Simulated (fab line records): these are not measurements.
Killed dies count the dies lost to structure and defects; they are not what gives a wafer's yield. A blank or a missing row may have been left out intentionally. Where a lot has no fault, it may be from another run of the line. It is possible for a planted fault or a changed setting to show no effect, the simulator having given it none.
What tool caused it? :: flow n5Finfet :: 72 wafers from 24 lots sampled at 5 of the route's 1938 steps

== WHAT EACH GAUGE READ, for each wafer ==
N5_BEOL_M5_RS_MEAS_57: uses a four-point probe to measure. Usual: M5_RS typically reads 0.393 ohm/sq, with standard deviation 0.019.
lot: L074
measured: day 8 20:29
on: filmMetro-01
M5_RS (ohm/sq): 0.441 0.433 0.436
flag: 

lot: L075
measured: day 9 00:38
on: filmMetro-01
M5_RS (ohm/sq): 0.396 0.368 0.388
flag: 

lot: L076
measured: day 10 01:25
on: filmMetro-01
M5_RS (ohm/sq): 0.399 0.392 0.402
flag: 

lot: L078
measured: day 10 01:47
on: filmMetro-01
M5_RS (ohm/sq): 0.398 0.374 0.380
flag: 

lot: L081
measured: day 10 06:55
on: filmMetro-02
M5_RS (ohm/sq): 0.383 0.415 0.403
flag: 

lot: L079
measured: day 10 12:25
on: filmMetro-02
M5_RS (ohm/sq): 0.394 0.380 0.394
flag: 

lot: L080
measured: day 10 14:27
on: filmMetro-01
M5_RS (ohm/sq): 0.390 0.403 0.384
flag: 

lot: L077
measured: day 10 14:29
on: filmMetro-01
M5_RS (ohm/sq): 0.395 0.410 0.369
flag: 

lot: L082
measured: day 10 19:23
on: filmMetro-02
M5_RS (ohm/sq): 0.399 0.379 0.407
flag: 

lot: L083
measured: day 10 22:14
on: filmMetro-01
M5_RS (ohm/sq): 0.391 0.397 0.382
flag: 

lot: L084
measured: day 11 05:19
on: filmMetro-01
M5_RS (ohm/sq): 0.405 0.426 0.393
flag: 

lot: L085
measured: day 11 16:22
on: filmMetro-01
M5_RS (ohm/sq): 0.395 0.379 0.399
flag: 

lot: L086
measured: day 12 00:47
on: filmMetro-02
M5_RS (ohm/sq): 0.410 0.372 0.379
flag: 

lot: L087
measured: day 12 03:16
on: filmMetro-01
M5_RS (ohm/sq): 0.387 0.387 0.376
flag: 

lot: L088
measured: day 12 17:46
on: filmMetro-02
M5_RS (ohm/sq): 0.396 0.396 0.416
flag: 

lot: L091
measured: day 12 18:56
on: filmMetro-02
M5_RS (ohm/sq): 0.392 0.388 0.364
flag: 

lot: L089
measured: day 13 00:02
on: filmMetro-02
M5_RS (ohm/sq): 0.386 0.369 0.409
flag: 

lot: L090
measured: day 13 05:29
on: filmMetro-02
M5_RS (ohm/sq): 0.377 0.367 0.380
flag: 

lot: L093
measured: day 13 11:24
on: filmMetro-01
M5_RS (ohm/sq): 0.413 0.391 0.395
flag: 

lot: L092
measured: day 13 15:49
on: filmMetro-02
M5_RS (ohm/sq): 0.414 0.385 0.398
flag: 

lot: L094
measured: day 13 16:06
on: filmMetro-02
M5_RS (ohm/sq): 0.400 0.399 0.405
flag: 

lot: L095
measured: day 14 08:54
on: filmMetro-02
M5_RS (ohm/sq): 0.378 0.411 0.390
flag: 

lot: L097
measured: day 14 15:11
on: filmMetro-02
M5_RS (ohm/sq): 0.399 0.406 0.414
flag: 

lot: L096
measured: day 14 15:15
on: filmMetro-02
M5_RS (ohm/sq): 0.402 0.391 0.387
flag: 

N5_BEOL_M6_THK_MEAS_01. Usual: M6_ILD_THK typically reads 154.8 nm, with standard deviation 2.1.
lot: L074
measured: day 8 21:07
on: filmMetro-02
M6_ILD_THK (nm): 150.2 153.2 153.8
flag: 

lot: L075
measured: day 9 01:16
on: filmMetro-01
M6_ILD_THK (nm): 151.2 153.3 155.1
flag: 

lot: L076
measured: day 10 02:04
on: filmMetro-02
M6_ILD_THK (nm): 153.8 151.7 155.0
flag: 

lot: L078
measured: day 10 02:26
on: filmMetro-02
M6_ILD_THK (nm): 151.9 154.2 158.3
flag: 

lot: L081
measured: day 10 07:34
on: filmMetro-01
M6_ILD_THK (nm): 152.5 150.6 155.2
flag: 

lot: L079
measured: day 10 13:04
on: filmMetro-01
M6_ILD_THK (nm): 155.0 156.5 156.9
flag: 

lot: L080
measured: day 10 15:07
on: filmMetro-02
M6_ILD_THK (nm): 155.8 158.3 158.5
flag: 

lot: L077
measured: day 10 15:08
on: filmMetro-02
M6_ILD_THK (nm): 151.1 152.8 153.3
flag: 

lot: L082
measured: day 10 20:04
on: filmMetro-02
M6_ILD_THK (nm): 151.4 153.5 154.6
flag: 

lot: L083
measured: day 10 22:53
on: filmMetro-01
M6_ILD_THK (nm): 152.7 154.2 152.8
flag: 

lot: L084
measured: day 11 06:26
on: filmMetro-01
M6_ILD_THK (nm): 155.4 157.9 158.4
flag: 

lot: L085
measured: day 11 17:02
on: filmMetro-02
M6_ILD_THK (nm): 157.4 159.5 157.3
flag: 

lot: L086
measured: day 12 01:25
on: filmMetro-01
M6_ILD_THK (nm): 153.6 153.5 156.4
flag: 

lot: L087
measured: day 12 04:02
on: filmMetro-02
M6_ILD_THK (nm): 153.9 154.5 156.4
flag: 

lot: L088
measured: day 12 18:25
on: filmMetro-02
M6_ILD_THK (nm): 152.0 153.5 158.2
flag: 

lot: L091
measured: day 12 19:35
on: filmMetro-01
M6_ILD_THK (nm): 154.4 153.9 156.2
flag: 

lot: L089
measured: day 13 00:40
on: filmMetro-01
M6_ILD_THK (nm): 153.3 157.2 156.7
flag: 

lot: L090
measured: day 13 06:07
on: filmMetro-02
M6_ILD_THK (nm): 151.8 155.7 155.1
flag: 

lot: L093
measured: day 13 12:02
on: filmMetro-01
M6_ILD_THK (nm): 155.0 154.8 157.0
flag: 

lot: L092
measured: day 13 16:27
on: filmMetro-02
M6_ILD_THK (nm): 154.5 154.5 157.0
flag: 

lot: L094
measured: day 13 16:44
on: filmMetro-02
M6_ILD_THK (nm): 152.5 153.0 156.1
flag: 

lot: L095
measured: day 14 09:32
on: filmMetro-02
M6_ILD_THK (nm): 152.0 154.3 154.8
flag: 

lot: L097
measured: day 14 15:50
on: filmMetro-02
M6_ILD_THK (nm): 155.7 154.5 158.8
flag: 

lot: L096
measured: day 14 15:53
on: filmMetro-02
M6_ILD_THK (nm): 153.7 155.5 155.2
flag: 

== WHAT TOOL EACH LOT RAN ON (gives the tool, then ch and the chambers of the sampled wafers, and finally the start) ==
lot: L074
N5_BEOL_M5_STRIP_36: rieDiel-05 ch 1,3, day 8 13:17
N5_BEOL_M5_ANNEAL_49: pvdSputter-02, day 8 15:10
N5_BEOL_M5_PRE_CLEAN_77: cvdCo-02 ch 0,1,2, day 8 20:16

lot: L075
N5_BEOL_M5_STRIP_36: rieDiel-03 ch 0,3, day 8 17:07
N5_BEOL_M5_ANNEAL_49: pvdSputter-01, day 8 19:18
N5_BEOL_M5_PRE_CLEAN_77: cvdCo-01 ch 0,1,2, day 9 00:25

lot: L076
N5_BEOL_M5_STRIP_36: rieDiel-03 ch 1,2,3, day 9 18:15
N5_BEOL_M5_ANNEAL_49: pvdSputter-01, day 9 19:55
N5_BEOL_M5_PRE_CLEAN_77: cvdCo-02 ch 1,2, day 10 01:12

lot: L078
N5_BEOL_M5_STRIP_36: rieDiel-01 ch 1,2,3, day 9 18:37
N5_BEOL_M5_ANNEAL_49: pvdSputter-02, day 9 20:26
N5_BEOL_M5_PRE_CLEAN_77: cvdCo-01 ch 1,2, day 10 01:32

lot: L081
N5_BEOL_M5_STRIP_36: rieDiel-05 ch 0,2, day 9 23:57
N5_BEOL_M5_ANNEAL_49: pvdSputter-01, day 10 01:35
N5_BEOL_M5_PRE_CLEAN_77: cvdCo-02 ch 0,1, day 10 06:42

lot: L079
N5_BEOL_M5_STRIP_36: rieDiel-03 ch 0,3, day 10 05:39
N5_BEOL_M5_ANNEAL_49: pvdSputter-03, day 10 07:05
N5_BEOL_M5_PRE_CLEAN_77: cvdCo-02 ch 0,1, day 10 12:11

lot: L080
N5_BEOL_M5_STRIP_36: rieDiel-01 ch 1,2,3, day 10 06:03
N5_BEOL_M5_ANNEAL_49: pvdSputter-02, day 10 08:50
N5_BEOL_M5_PRE_CLEAN_77: cvdCo-02 ch 0,1,2, day 10 14:12

lot: L077
N5_BEOL_M5_STRIP_36: rieDiel-05 ch 0,2,3, day 10 06:13
N5_BEOL_M5_ANNEAL_49: pvdSputter-01, day 10 09:04
N5_BEOL_M5_PRE_CLEAN_77: cvdCo-01 ch 0,1,2, day 10 14:16

lot: L082
N5_BEOL_M5_STRIP_36: rieDiel-01 ch 0,1,3, day 10 12:07
N5_BEOL_M5_ANNEAL_49: pvdSputter-01, day 10 14:04
N5_BEOL_M5_PRE_CLEAN_77: cvdCo-02 ch 1,2, day 10 19:10

lot: L083
N5_BEOL_M5_STRIP_36: rieDiel-05 ch 2,3, day 10 13:18
N5_BEOL_M5_ANNEAL_49: pvdSputter-02, day 10 16:55
N5_BEOL_M5_PRE_CLEAN_77: cvdCo-01 ch 1,2, day 10 22:01

lot: L084
N5_BEOL_M5_STRIP_36: rieDiel-05 ch 0,2, day 10 22:22
N5_BEOL_M5_ANNEAL_49: pvdSputter-01, day 11 00:00
N5_BEOL_M5_PRE_CLEAN_77: cvdCo-02 ch 1,2, day 11 05:05

lot: L085
N5_BEOL_M5_STRIP_36: rieDiel-03 ch 0,1,3, day 11 09:05
N5_BEOL_M5_ANNEAL_49: pvdSputter-03, day 11 11:01
N5_BEOL_M5_PRE_CLEAN_77: cvdCo-02 ch 1,2, day 11 16:08

lot: L086
N5_BEOL_M5_STRIP_36: rieDiel-05 ch 0,1,2, day 11 17:32
N5_BEOL_M5_ANNEAL_49: pvdSputter-02, day 11 19:25
N5_BEOL_M5_PRE_CLEAN_77: cvdCo-01 ch 0,1, day 12 00:34

lot: L087
N5_BEOL_M5_STRIP_36: rieDiel-01 ch 1,2,3, day 11 17:59
N5_BEOL_M5_ANNEAL_49: pvdSputter-01, day 11 21:56
N5_BEOL_M5_PRE_CLEAN_77: cvdCo-02 ch 1,2, day 12 03:02

lot: L088
N5_BEOL_M5_STRIP_36: rieDiel-05 ch 2,3, day 12 10:02
N5_BEOL_M5_ANNEAL_49: pvdSputter-01, day 12 12:26
N5_BEOL_M5_PRE_CLEAN_77: cvdCo-01 ch 0,1, day 12 17:32

lot: L091
N5_BEOL_M5_STRIP_36: rieDiel-01 ch 0,2,3, day 12 11:46
N5_BEOL_M5_ANNEAL_49: pvdSputter-03, day 12 13:32
N5_BEOL_M5_PRE_CLEAN_77: cvdCo-02 ch 0,1, day 12 18:41

lot: L089
N5_BEOL_M5_STRIP_36: rieDiel-01 ch 1,2,3, day 12 17:09
N5_BEOL_M5_ANNEAL_49: pvdSputter-01, day 12 18:41
N5_BEOL_M5_PRE_CLEAN_77: cvdCo-02 ch 0,1, day 12 23:47

lot: L090
N5_BEOL_M5_STRIP_36: rieDiel-01 ch 0,2, day 12 22:14
N5_BEOL_M5_ANNEAL_49: pvdSputter-01, day 13 00:10
N5_BEOL_M5_PRE_CLEAN_77: cvdCo-02 ch 0,2, day 13 05:16

lot: L093
N5_BEOL_M5_STRIP_36: rieDiel-03 ch 2,3, day 13 04:29
N5_BEOL_M5_ANNEAL_49: pvdSputter-03, day 13 06:04
N5_BEOL_M5_PRE_CLEAN_77: cvdCo-01 ch 1,2, day 13 11:10

lot: L092
N5_BEOL_M5_STRIP_36: rieDiel-03 ch 0,1,2, day 13 08:20
N5_BEOL_M5_ANNEAL_49: pvdSputter-03, day 13 10:29
N5_BEOL_M5_PRE_CLEAN_77: cvdCo-01 ch 0,2, day 13 15:35

lot: L094
N5_BEOL_M5_STRIP_36: rieDiel-03 ch 2,3, day 13 08:53
N5_BEOL_M5_ANNEAL_49: pvdSputter-02, day 13 10:45
N5_BEOL_M5_PRE_CLEAN_77: cvdCo-01 ch 0,1,2, day 13 15:53

lot: L095
N5_BEOL_M5_STRIP_36: rieDiel-05 ch 0,1,2, day 14 01:23
N5_BEOL_M5_ANNEAL_49: pvdSputter-03, day 14 03:33
N5_BEOL_M5_PRE_CLEAN_77: cvdCo-02 ch 1,2, day 14 08:39

lot: L097
N5_BEOL_M5_STRIP_36: rieDiel-05 ch 0,1,3, day 14 06:51
N5_BEOL_M5_ANNEAL_49: pvdSputter-03, day 14 08:41
N5_BEOL_M5_PRE_CLEAN_77: cvdCo-02 ch 0,1,2, day 14 14:58

lot: L096
N5_BEOL_M5_STRIP_36: rieDiel-03 ch 0,2,3, day 14 07:52
N5_BEOL_M5_ANNEAL_49: pvdSputter-01, day 14 09:47
N5_BEOL_M5_PRE_CLEAN_77: cvdCo-01 ch 0,1,2, day 14 15:03
- N5_BEOL_M5_STRIP_36: strips in N2/H2.
- N5_BEOL_M5_ANNEAL_49: time 1800 s.
- N5_BEOL_M5_PRE_CLEAN_77: time 15 s.

== AS READ BY THE TOOLS THEMSELVES (means over the sampled wafers that have a number; for cases with no such wafer, the mark the record gives instead) ==
N5_BEOL_M5_STRIP_36. Usual: drypumpMotorCurrentA 5.7 A, standard deviation 0.51; oesProductAu 0.80 a.u., standard deviation 0.073; rfVppV 59.0 V, standard deviation 1.5; showerheadPlenumPTorr 2.52 Torr, standard deviation 0.082; throttleValvePct 23.5 %, standard deviation 0.38.
lot: L074
tool: rieDiel-05
drypumpMotorCurrentA (A): 5.9
oesProductAu (a.u.): 0.68
rfVppV (V): 61.5
showerheadPlenumPTorr (Torr): 2.60
throttleValvePct (%): 23.5
flag: 

lot: L075
tool: rieDiel-03
drypumpMotorCurrentA (A): 6.4
oesProductAu (a.u.): 0.88
rfVppV (V): 58.5
showerheadPlenumPTorr (Torr): 2.65
throttleValvePct (%): 23.8
flag: 

lot: L076
tool: rieDiel-03
drypumpMotorCurrentA (A): 6.3
oesProductAu (a.u.): 0.80
rfVppV (V): 59.6
showerheadPlenumPTorr (Torr): 2.59
throttleValvePct (%): 23.4
flag: 

lot: L078
tool: rieDiel-01
drypumpMotorCurrentA (A): 5.6
oesProductAu (a.u.): 0.86
rfVppV (V): 59.6
showerheadPlenumPTorr (Torr): 2.49
throttleValvePct (%): 23.1
flag: 

lot: L081
tool: rieDiel-05
drypumpMotorCurrentA (A): 5.0
oesProductAu (a.u.): 0.80
rfVppV (V): 59.2
showerheadPlenumPTorr (Torr): 2.45
throttleValvePct (%): 23.7
flag: 

lot: L079
tool: rieDiel-03
drypumpMotorCurrentA (A): 6.4
oesProductAu (a.u.): 0.86
rfVppV (V): 61.2
showerheadPlenumPTorr (Torr): 2.65
throttleValvePct (%): 23.8
flag: 

lot: L080
tool: rieDiel-01
drypumpMotorCurrentA (A): 5.6
oesProductAu (a.u.): 0.86
rfVppV (V): 58.0
showerheadPlenumPTorr (Torr): 2.49
throttleValvePct (%): 23.1
flag: 

lot: L077
tool: rieDiel-05
drypumpMotorCurrentA (A): 5.3
oesProductAu (a.u.): 0.75
rfVppV (V): 58.4
showerheadPlenumPTorr (Torr): 2.50
throttleValvePct (%): 23.8
flag: 

lot: L082
tool: rieDiel-01
drypumpMotorCurrentA (A): 5.7
oesProductAu (a.u.): 0.86
rfVppV (V): 59.3
showerheadPlenumPTorr (Torr): 2.50
throttleValvePct (%): 23.3
flag: 

lot: L083
tool: rieDiel-05
drypumpMotorCurrentA (A): 5.3
oesProductAu (a.u.): 0.80
rfVppV (V): 58.5
showerheadPlenumPTorr (Torr): 2.51
throttleValvePct (%): 23.7
flag: 

lot: L084
tool: rieDiel-05
drypumpMotorCurrentA (A): 5.1
oesProductAu (a.u.): 0.74
rfVppV (V): 58.6
showerheadPlenumPTorr (Torr): 2.44
throttleValvePct (%): 23.7
flag: 

lot: L085
tool: rieDiel-03
drypumpMotorCurrentA (A): 6.4
oesProductAu (a.u.): 0.80
rfVppV (V): 59.5
showerheadPlenumPTorr (Torr): 2.59
throttleValvePct (%): 23.7
flag: 

lot: L086
tool: rieDiel-05
drypumpMotorCurrentA (A): 5.4
oesProductAu (a.u.): 0.85
rfVppV (V): 57.5
showerheadPlenumPTorr (Torr): 2.49
throttleValvePct (%): 23.4
flag: 

lot: L087
tool: rieDiel-01
drypumpMotorCurrentA (A): 5.6
oesProductAu (a.u.): 0.85
rfVppV (V): 58.8
showerheadPlenumPTorr (Torr): 2.49
throttleValvePct (%): 23.2
flag: 

lot: L088
tool: rieDiel-05
drypumpMotorCurrentA (A): 5.5
oesProductAu (a.u.): 0.74
rfVppV (V): 59.2
showerheadPlenumPTorr (Torr): 2.56
throttleValvePct (%): 23.8
flag: 

lot: L091
tool: rieDiel-01
drypumpMotorCurrentA (A): 5.6
oesProductAu (a.u.): 0.84
rfVppV (V): 59.1
showerheadPlenumPTorr (Torr): 2.48
throttleValvePct (%): 23.4
flag: 

lot: L089
tool: rieDiel-01
drypumpMotorCurrentA (A): 5.6
oesProductAu (a.u.): 0.83
rfVppV (V): 58.7
showerheadPlenumPTorr (Torr): 2.49
throttleValvePct (%): 23.2
flag: 

lot: L090
tool: rieDiel-01
drypumpMotorCurrentA (A): 5.3
oesProductAu (a.u.): 0.87
rfVppV (V): 59.1
showerheadPlenumPTorr (Torr): 2.44
throttleValvePct (%): 23.2
flag: 

lot: L093
tool: rieDiel-03
drypumpMotorCurrentA (A): 6.0
oesProductAu (a.u.): 0.78
rfVppV (V): 59.0
showerheadPlenumPTorr (Torr): 2.59
throttleValvePct (%): 23.4
flag: 

lot: L092
tool: rieDiel-03
drypumpMotorCurrentA (A): 6.1
oesProductAu (a.u.): 0.75
rfVppV (V): 58.4
showerheadPlenumPTorr (Torr): 2.54
throttleValvePct (%): 23.6
flag: 

lot: L094
tool: rieDiel-03
drypumpMotorCurrentA (A): 6.3
oesProductAu (a.u.): 0.81
rfVppV (V): 58.3
showerheadPlenumPTorr (Torr): 2.64
throttleValvePct (%): 23.5
flag: 

lot: L095
tool: rieDiel-05
drypumpMotorCurrentA (A): 5.4
oesProductAu (a.u.): 0.82
rfVppV (V): 58.4
showerheadPlenumPTorr (Torr): 2.48
throttleValvePct (%): 23.4
flag: 

lot: L097
tool: rieDiel-05
drypumpMotorCurrentA (A): 5.6
oesProductAu (a.u.): 0.77
rfVppV (V): 59.0
showerheadPlenumPTorr (Torr): 2.54
throttleValvePct (%): 23.5
flag: 

lot: L096
tool: rieDiel-03
drypumpMotorCurrentA (A): 6.1
oesProductAu (a.u.): 0.78
rfVppV (V): 58.0
showerheadPlenumPTorr (Torr): 2.59
throttleValvePct (%): 23.7
flag: 

N5_BEOL_M5_ANNEAL_49. Usual: heaterPowerW reads 843 W (standard deviation 96).
lot: L074
tool: pvdSputter-02
heaterPowerW (W): 852
flag: 

lot: L075
tool: pvdSputter-01
heaterPowerW (W): 846
flag: 

lot: L076
tool: pvdSputter-01
heaterPowerW (W): 863
flag: 

lot: L078
tool: pvdSputter-02
heaterPowerW (W): 904
flag: 

lot: L081
tool: pvdSputter-01
heaterPowerW (W): 869
flag: 

lot: L079
tool: pvdSputter-03
heaterPowerW (W): 724
flag: 

lot: L080
tool: pvdSputter-02
heaterPowerW (W): 911
flag: 

lot: L077
tool: pvdSputter-01
heaterPowerW (W): 803
flag: 

lot: L082
tool: pvdSputter-01
heaterPowerW (W): 882
flag: 

lot: L083
tool: pvdSputter-02
heaterPowerW (W): 980
flag: 

lot: L084
tool: pvdSputter-01
heaterPowerW (W): 823
flag: 

lot: L085
tool: pvdSputter-03
heaterPowerW (W): 718
flag: 

lot: L086
tool: pvdSputter-02
heaterPowerW (W): 861
flag: 

lot: L087
tool: pvdSputter-01
heaterPowerW (W): 864
flag: 

lot: L088
tool: pvdSputter-01
heaterPowerW (W): 826
flag: 

lot: L091
tool: pvdSputter-03
heaterPowerW (W): 864
flag: 

lot: L089
tool: pvdSputter-01
heaterPowerW (W): 873
flag: 

lot: L090
tool: pvdSputter-01
heaterPowerW (W): 882
flag: 

lot: L093
tool: pvdSputter-03
heaterPowerW (W): 856
flag: 

lot: L092
tool: pvdSputter-03
heaterPowerW (W): 798
flag: 

lot: L094
tool: pvdSputter-02
heaterPowerW (W): 786
flag: 

lot: L095
tool: pvdSputter-03
heaterPowerW (W): 728
flag: 

lot: L097
tool: pvdSputter-03
heaterPowerW (W): 815
flag: 

lot: L096
tool: pvdSputter-01
heaterPowerW (W): 865
flag: 

N5_BEOL_M5_PRE_CLEAN_77. Usual: heaterPowerW reads 90 W (standard deviation 23).
lot: L074
tool: cvdCo-02
heaterPowerW (W): 105
flag: 

lot: L075
tool: cvdCo-01
heaterPowerW (W): 69
flag: 

lot: L076
tool: cvdCo-02
heaterPowerW (W): 109
flag: 

lot: L078
tool: cvdCo-01
heaterPowerW (W): 72
flag: 

lot: L081
tool: cvdCo-02
heaterPowerW (W): 115
flag: 

lot: L079
tool: cvdCo-02
heaterPowerW (W): 116
flag: 

lot: L080
tool: cvdCo-02
heaterPowerW (W): 104
flag: 

lot: L077
tool: cvdCo-01
heaterPowerW (W): 69
flag: 

lot: L082
tool: cvdCo-02
heaterPowerW (W): 121
flag: 

lot: L083
tool: cvdCo-01
heaterPowerW (W): 71
flag: 

lot: L084
tool: cvdCo-02
heaterPowerW (W): 108
flag: 

lot: L085
tool: cvdCo-02
heaterPowerW (W): 111
flag: 

lot: L086
tool: cvdCo-01
heaterPowerW (W): 69
flag: 

lot: L087
tool: cvdCo-02
heaterPowerW (W): 109
flag: 

lot: L088
tool: cvdCo-01
heaterPowerW (W): 72
flag: 

lot: L091
tool: cvdCo-02
heaterPowerW (W): 99
flag: 

lot: L089
tool: cvdCo-02
heaterPowerW (W): 113
flag: 

lot: L090
tool: cvdCo-02
heaterPowerW (W): 94
flag: 

lot: L093
tool: cvdCo-01
heaterPowerW (W): 69
flag: 

lot: L092
tool: cvdCo-01
heaterPowerW (W): 66
flag: 

lot: L094
tool: cvdCo-01
heaterPowerW (W): 69
flag: 

lot: L095
tool: cvdCo-02
heaterPowerW (W): 122
flag: 

lot: L097
tool: cvdCo-02
heaterPowerW (W): 106
flag: 

lot: L096
tool: cvdCo-01
heaterPowerW (W): 69
flag: 

== THE ANSWER, worked out from the rows above alone ==
Rule: a lot counts as off when the mean over its wafers that have a number is more than 3 standard deviations away from the usual mean. Also off: a lot with no number at a reading for which 4 or more lots have one. All remaining lots with rows at the step are treated as sound. The gauges are gone through in route order, then the tools' own readings, and for those a lot's mean is taken as printed above. At the first step where some lot is off, the reading lying furthest off is the one used; lots without a number count as furthest.
None of the lots is off at any reading shown; this tells nothing.

== WHAT WAS PUT IN BY THE SIMULATOR ==
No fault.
